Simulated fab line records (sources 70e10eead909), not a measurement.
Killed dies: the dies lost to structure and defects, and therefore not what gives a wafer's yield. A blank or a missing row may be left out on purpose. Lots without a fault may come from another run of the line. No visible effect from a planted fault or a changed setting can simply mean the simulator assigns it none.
What tool caused it? -- flow nandHarc -- 39 wafers from 13 lots sampled at 5 of the route's 1159 steps

## WHAT EACH GAUGE READ, for each wafer
NHARC_THIN_TSV_CD_MEAS_37. Usual: cdNm 5001.2 nm, standard deviation 3.
lot,measured,on,cdNm (nm),flag
L180,day 19 09:33,cdSem-02,5003.0 5006.2 5002.0,
L181,day 19 10:55,cdSem-03,5000.1 5003.8 4999.0,
L182,day 19 15:59,cdSem-03,4996.1 4999.2 4999.7,
L183,day 19 14:52,cdSem-01,5001.7 4997.3 5001.1,
L187,day 20 23:18,cdSem-01,5002.0 5004.7 5004.4,
L189,day 21 09:23,cdSem-02,5005.1 5002.0 5004.3,
L190,day 21 11:44,cdSem-03,5000.2 5002.7 5003.0,
L193,day 21 15:26,cdSem-01,5002.7 5005.2 5004.3,
L202,day 24 21:09,cdSem-02,4999.1 5004.5 5003.2,
L203,day 24 18:31,cdSem-01,4997.2 4999.8 5004.6,

NHARC_END_SORT_01. Usual: defectLimitedYield 95.7 %, standard deviation 1.5; killedAtArray 25, standard deviation 9.5; killedAtOther 0.8, standard deviation 1.2; killedAtPeriphery 3.4, standard deviation 2.2; killedDies 29, standard deviation 10; killedOpen 3.3, standard deviation 1.8; killedShort 2.1, standard deviation 1.4; sort_bin_2_pct 1.4 %, standard deviation 0.63; sort_bin_3_pct 0.22 %, standard deviation 0.2; sort_bin_4_pct 2.7 %, standard deviation 0.96; sortNPass 648, standard deviation 10; sortRimYieldPct 95.6 %, standard deviation 2.8; sortYieldPct 95.7 %, standard deviation 1.5.
lot,measured,on,defectLimitedYield (%),killedAtArray,killedAtOther,killedAtPeriphery,killedDies,killedOpen,killedShort,sort_bin_2_pct (%),sort_bin_3_pct (%),sort_bin_4_pct (%),sortNPass,sortRimYieldPct (%),sortYieldPct (%),flag
L182,day 20 09:56,prober-02,95.6 95.1 95.3,25 30 28,0 0 0,5 3 4,30 33 32,3 2 6,1 2 1,1.0 1.6 1.8,0.15 0.44 0.15,3.2 2.8 2.8,647 644 645,93.4 89.6 97.2,95.6 95.1 95.3,
L187,day 21 05:53,prober-02,93.8 94.1 95.6,35 35 28,1 0 1,6 5 1,42 40 30,5 7 1,4 0 0,2.4 2.1 1.2,0 0 0.59,3.8 3.8 2.7,635 637 647,98.1 93.4 95.3,93.8 94.1 95.6,
L190,day 22 00:49,prober-02,95.6 93.9 93.5,28 38 42,1 0 0,1 3 2,30 41 44,2 3 4,0 2 3,1.3 1.6 2.2,0.30 0.59 0.44,2.8 3.8 3.8,647 636 633,96.2 98.1 98.1,95.6 93.9 93.5,
L193,day 22 06:58,prober-02,95.0 95.3 97.2,29 26 15,0 0 0,5 6 4,34 32 19,6 4 3,3 1 3,2.5 1.9 0.9,0.30 0.15 0,2.2 2.7 1.9,643 645 658,100.0 98.1 95.3,95.0 95.3 97.2,
L192,day 22 06:49,prober-01,0 0.1 0,20 29 31,0 0 0,657 647 646,677 676 677,0 1 6,4 5 0,97.8 96.0 96.2,0 0.15 0,2.2 3.7 3.8,0 1 0,0 0.9 0,0 0.1 0,OFF
L191,day 23 07:20,prober-02,0 0 0,19 23 19,2 5 1,656 649 657,677 677 677,7 1 2,3 3 2,97.3 97.2 96.8,0.15 0.30 0.44,2.5 2.5 2.8,0 0 0,0 0 0,0 0 0,OFF
L194,day 23 19:14,prober-01,0 0 0,34 30 25,1 4 4,642 643 648,677 677 677,2 1 2,4 1 3,96.3 96.3 96.9,0.30 0.30 0.30,3.4 3.4 2.8,0 0 0,0 0 0,0 0 0,OFF
L203,day 25 02:05,prober-02,96.3 97.2 96.3,20 15 20,0 1 1,5 3 4,25 19 25,8 3 4,4 2 0,1.5 0.9 1.0,0.30 0.15 0,1.9 1.8 2.7,652 658 652,97.2 95.3 98.1,96.3 97.2 96.3,

## EACH LOT AND THE TOOL THAT RAN IT (in order: tool; ch and the chambers of the sampled wafers; start)
lot,NHARC_P_BONDPAD_PVD_27,NHARC_A_M1_PVD_20,NHARC_A_BONDPAD_DESCUM_11
L180,"pvdSputter-01, day 6 13:11","pvdSputter-03, day 18 03:28 or earlier","rieDiel-03 ch 0,2,3, day 18 03:28"
L181,"pvdSputter-01, day 6 22:24","pvdSputter-03, day 18 03:50 or earlier","rieDiel-03 ch 0,1,3, day 18 03:50"
L182,"pvdSputter-03, day 6 23:07","pvdSputter-01, day 18 13:52 or earlier","rieDiel-03 ch 1,2, day 18 13:52"
L183,"pvdSputter-03, day 7 08:32","pvdSputter-02, day 18 14:02 or earlier","rieDiel-11 ch 0,1,3, day 18 14:02"
L187,"pvdSputter-03, day 8 01:12","pvdSputter-02, day 19 23:30 or earlier","rieDiel-11 ch 0,1, day 19 23:30"
L189,"pvdSputter-02, day 8 12:40","pvdSputter-02, day 20 06:52 or earlier","rieDiel-03 ch 0,1,2, day 20 06:52"
L190,"pvdSputter-03, day 8 17:47","pvdSputter-01, day 20 09:17 or earlier","rieDiel-03 ch 1,3, day 20 09:17"
L193,"pvdSputter-03, day 9 14:11","pvdSputter-01, day 20 15:42 or earlier","rieDiel-03 ch 0,2,3, day 20 15:42"
L192,"pvdSputter-03, day 9 15:31",-,-
L191,"pvdSputter-03, day 10 11:39",-,-
L194,"pvdSputter-03, day 10 12:53",-,-
L202,"pvdSputter-02, day 11 20:40","pvdSputter-03, day 23 22:32 or earlier","rieDiel-03 ch 0,1,2, day 23 22:32"
L203,"pvdSputter-01, day 12 05:20","pvdSputter-03, day 23 18:46 or earlier","rieDiel-03 ch 1,2,3, day 23 18:46"
- NHARC_P_BONDPAD_PVD_27: deposits Cu, target thk 30 nm, time 20.49 s.
- NHARC_A_M1_PVD_20: deposits TaN, target thk 5 nm, time 8.06 s.
- NHARC_A_BONDPAD_DESCUM_11: chemistry O2, time 3 s.

## WHAT THE TOOLS THEMSELVES READ (means of the sampled wafers that have a number; where no wafer has one, the mark that the record gives instead)
NHARC_P_BONDPAD_PVD_27. Usual: throttleValvePct 30.0 %, standard deviation 1.1.
lot,tool,throttleValvePct (%),flag
L180,pvdSputter-01,30.6,
L181,pvdSputter-01,30.1,
L182,pvdSputter-03,29.5,
L183,pvdSputter-03,30.5,
L187,pvdSputter-03,29.8,
L189,pvdSputter-02,28.6,
L190,pvdSputter-03,29.7,
L193,pvdSputter-03,30.4,
L192,pvdSputter-03,30.3,
L191,pvdSputter-03,30.2,
L194,pvdSputter-03,30.5,
L202,pvdSputter-02,29.4,
L203,pvdSputter-01,30.3,

NHARC_A_M1_PVD_20. Usual: throttleValvePct 29.8 %, standard deviation 0.98.
lot,tool,throttleValvePct (%),flag
L180,pvdSputter-03,30.4,
L181,pvdSputter-03,29.2,
L182,pvdSputter-01,30.3,
L183,pvdSputter-02,29.1,
L187,pvdSputter-02,29.6,
L189,pvdSputter-02,28.7,
L190,pvdSputter-01,30.4,
L193,pvdSputter-01,30.3,
L202,pvdSputter-03,29.9,
L203,pvdSputter-03,30.9,

NHARC_A_BONDPAD_DESCUM_11. Usual: drypumpMotorCurrentA 5.8 A, standard deviation 0.39; o2FlowSccm 200.0 sccm, standard deviation 0.55; oesProductAu 0.998 a.u., standard deviation 0.0069; rfVppV 57.7 V, standard deviation 0.94; showerheadPlenumPTorr 1.89 Torr, standard deviation 0.093; throttleValvePct 11.310 %, standard deviation 0.01.
lot,tool,drypumpMotorCurrentA (A),o2FlowSccm (sccm),oesProductAu (a.u.),rfVppV (V),showerheadPlenumPTorr (Torr),throttleValvePct (%),flag
L180,rieDiel-03,6.0,200.4,0.991,58.8,1.91,11.307,
L181,rieDiel-03,5.8,200.5,0.997,57.7,1.94,11.303,
L182,rieDiel-03,5.8,199.9,0.994,57.9,1.85,11.302,
L183,rieDiel-11,5.4,200.0,0.999,57.7,1.84,11.310,
L187,rieDiel-11,5.4,200.1,1.000,58.4,1.90,11.317,
L189,rieDiel-03,5.7,199.8,1.003,57.6,1.86,11.313,
L190,rieDiel-03,6.1,199.8,0.998,58.0,1.97,11.308,
L193,rieDiel-03,6.0,199.8,0.999,57.4,1.91,11.309,
L202,rieDiel-03,5.8,200.1,0.997,57.2,1.86,11.302,
L203,rieDiel-03,6.1,200.1,1.001,56.9,1.90,11.297,

## THE ANSWER, worked out from the rows above alone
Rule: a lot counts as off when the mean over its wafers that have a number is more than 3 standard deviations away from the usual mean. Also off: a lot with no number at a reading for which 4 or more lots have one. Any other lot the step has rows for is counted as sound. After the gauges, taken in route order, come the tools' own readings; for these a lot's mean is taken, as printed above. The first step at which some lot is off is used, and at that step the reading that is off furthest; a lot without a number counts as furthest.
Off, at NHARC_END_SORT_01 on killedAtPeriphery: L192, L191, L194. Neither off nor sound, because the step has no rows for them: L180, L181, L183, L189, L202.
If a tool, at a process step before that reading, ran all the lots that are off and no sound lot after the first of them, it fits. The gauges at NHARC_END_SORT_01 are tried like those tools. NHARC_A_M1_PVD_20: start missing for some lots; hours and lot order therefore follow NHARC_A_BONDPAD_DESCUM_11. One candidate fits, namely pvdSputter-03 at NHARC_P_BONDPAD_PVD_27. Its last sound lot is L193 (day 9 14:11), its first lot that is off L192 (day 9 15:31): a fault that began between those two fits.

## WHAT HAD BEEN PUT IN BY THE SIMULATOR
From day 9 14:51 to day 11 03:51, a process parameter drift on pvdSputter-03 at NHARC_P_BONDPAD_PVD_27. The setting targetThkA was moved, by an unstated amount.
Shown lots that were struck: L192, L191, L194. The same result came from the rule above.
